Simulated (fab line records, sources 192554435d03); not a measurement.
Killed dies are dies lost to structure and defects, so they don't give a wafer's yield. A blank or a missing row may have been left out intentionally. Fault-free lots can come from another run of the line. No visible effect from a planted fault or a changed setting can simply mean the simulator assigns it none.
8D (eight disciplines) problem report, filled in by code | flow n5Finfet | the parts of the form that need people (team, actions taken, sign-off) are left out

## 1. THE ISSUE
Across 3 wafers from 3 lots, M15_ILD_THK at N5_BEOL_M15_THK_MEAS_01 averages 3077 nm, while fault-free wafers read 1631 nm with a standard deviation of 25. That is +58 standard deviations from the usual mean.
Seen first at day 14 11:55 on filmMetro-01, wafer L872.4. The record has a number at this step for 29 wafers belonging to 10 lots. The rule behind "out" and "out of limits": a value lying over 4 standard deviations away from the usual mean. The other wafers with a number count as sound.

## 2. WHAT IT IS, AND WHAT IT ISN'T
question                    | is                     | is not
which readings at this step | M15_ILD_THK            | -
which lots                  | L872, L876, L877       | L863, L864, L865, L867, L881, L882, L884
which wafers of those lots  | L872.4, L876.2, L877.4 | L872.3, L872.5, L876.3, L877.1, L877.5
read on which gauges        | filmMetro-01           | filmMetro-02
when                        | from day 14 11:55      | up to then (14 sound wafers); but 12 sound wafers of L876, L877, L881, L882, L884 came after

## 3. THE SUSPECTS, EACH WITH WHAT RULES IT OUT
Counting: any tool at a process step up to the reading remains a suspect provided it ran every lot that is out. Sound lots after the first of them don't rule it out here, since some wafers of a struck lot are sound.
- ruled out: the gauge at N5_BEOL_M15_THK_MEAS_01. All the wafers that are out were read on filmMetro-01, but those of them that N5_BEOL_M15_ILD_DEP_00 has rows for are out there too, on other tools.
- pecvd-04 at N5_BEOL_M15_ILD_DEP_00 (deposits SiO2 from TEOS/O2, target thk 1629.3 nm, time 346.1 s): kept. It ran every lot that is out, first L872 (day 14 11:40); its last sound lot up to then is L867 (day 12 20:13). Its own readings are out on those wafers: runLengthS.
Remaining after the count: pecvd-04 at N5_BEOL_M15_ILD_DEP_00.

## 4. THE CAUSE (what the simulator had put in)
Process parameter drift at N5_BEOL_M15_ILD_DEP_00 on pecvd-04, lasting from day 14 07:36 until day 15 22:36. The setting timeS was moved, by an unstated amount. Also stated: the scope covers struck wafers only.
This tool alone remained once counting was done.

## 5. THE EFFECT CHAIN, in route order
One row per reading whose mean, taken over the struck wafers that have a number, lies over 3 standard deviations from the usual. Scope: only readings with a usual standard deviation given in the record; hours: median across lots of the time from each lot's start at the first step in this table that gives one to its start at this step; sigmas: change in usual standard deviations.
hours | step                    | reading     | usual    | on struck wafers | change | sigmas
0     | N5_BEOL_M15_ILD_DEP_00  | runLengthS  | 389.1 s  | 699.5            | +310.4 | +99 or more
0     | N5_BEOL_M15_THK_MEAS_01 | M15_ILD_THK | 1631 nm  | 3077             | +1446  | +58
1     | N5_BEOL_M15_CD_MEAS_17  | cdNm        | 360.6 nm | 374.5            | +13.9  | +6.6
It contains these process steps:
- N5_BEOL_M15_ILD_DEP_00: deposits SiO2 from TEOS/O2, target thk 1629.3 nm, time 346.1 s.

## 6. WHAT WOULD HAVE CAUGHT IT SOONER
The first out-of-limits reading at a measuring or inspecting step in this record came at day 14 11:55, 4 hours after the fault's start at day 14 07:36.
At N5_BEOL_M15_ILD_DEP_00, the tool's own readings (runLengthS) were out on each struck wafer the step has a row for, so an alarm limit on them would have fired on the first such wafer.
Of the lots that are out (3), L876, L877 began N5_BEOL_M15_ILD_DEP_00 on pecvd-04 after day 14 11:55. A hold on the tool at that time would have spared those 2.
